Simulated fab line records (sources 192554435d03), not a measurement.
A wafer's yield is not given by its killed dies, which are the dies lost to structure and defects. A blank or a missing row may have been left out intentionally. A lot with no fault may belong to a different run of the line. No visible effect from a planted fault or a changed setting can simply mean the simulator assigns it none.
Matching of chambers | flow n5-finfet | N5_SD_EPI_N_DESCUM_14 on rie-diel-06: 4 sister chambers
The step chemistry O2, time 7.9 s. 14 wafers are shown with their chamber, then 7 later ones without.

## WAFERS WITH THEIR CHAMBER
wafer  | chamber | drypump-motor-current-A (A) | showerhead-plenum-p-Torr (Torr) | throttle-valve-pct (%)
L074.2 | 3       | 5.2                         | 2.01                            | 20.14
L074.3 | 0       | 5.8                         | 2.19                            | 20.45
L074.5 | 2       | 6.2                         | 1.98                            | 20.61
L077.1 | 2       | 6.3                         | 1.98                            | 20.62
L077.2 | 0       | 5.8                         | 2.18                            | 20.48
L077.3 | 1       | 5.4                         | 2.10                            | 20.76
L079.1 | 0       | 5.8                         | 2.18                            | 20.49
L079.4 | 2       | 6.3                         | 1.97                            | 20.62
L079.5 | 3       | 5.2                         | 2.01                            | 20.17
L089.1 | 0       | 5.8                         | 2.17                            | 20.51
L089.2 | 1       | 5.4                         | 2.09                            | 20.80
L089.6 | 0       | 5.8                         | 2.17                            | 20.52
L090.3 | 0       | 5.8                         | 2.17                            | 20.50
L090.4 | 3       | 5.2                         | 2.00                            | 20.18

SIGNATURES, as means of the wafers listed above
reading                  | chamber 0 | chamber 1 | chamber 2 | chamber 3 | scatter within a chamber
drypump-motor-current-A  | 5.800     | 5.400     | 6.267     | 5.200     | 0.0258
showerhead-plenum-p-Torr | 2.1767    | 2.0950    | 1.9767    | 2.0067    | 0.00719
throttle-valve-pct       | 20.4917   | 20.7800   | 20.6167   | 20.1633   | 0.0219
Rule: a wafer lies at a distance from a chamber equal to the root of the sum of squares, over the readings, of (its reading less the chamber's mean, divided by the reading's scatter). If the next closest chamber is less than 2 further off than the closest, the wafer can't be placed; otherwise it belongs to the closest. The scatter is the square root of a quotient: the sum, over the shown wafers, of each reading's squared deviation from its chamber's mean, divided by wafers minus chambers.

## WAFERS WHOSE CHAMBER IS MISSING
wafer  | drypump-motor-current-A (A) | showerhead-plenum-p-Torr (Torr) | throttle-valve-pct (%)
L090.5 | 5.4                         | 2.09                            | 20.81
L091.2 | 6.2                         | 1.97                            | 20.67
L091.3 | 5.8                         | 2.17                            | 20.50
L091.6 | 5.5                         | 2.09                            | 20.82
L097.1 | 5.4                         | 2.08                            | 20.84
L097.4 | 5.5                         | 2.08                            | 20.83
L097.6 | 5.8                         | 2.17                            | 20.54

## WHICH CHAMBER EACH WENT THROUGH
wafer  | from the rows above | in truth
L090.5 | 1                   | 1
L091.2 | 2                   | 2
L091.3 | 0                   | 0
L091.6 | 1                   | 1
L097.1 | 1                   | 1
L097.4 | 1                   | 1
L097.6 | 0                   | 0
Correctly placed: 7 of 7. From these rows, 0 cannot be placed. Placed wrongly: 0.
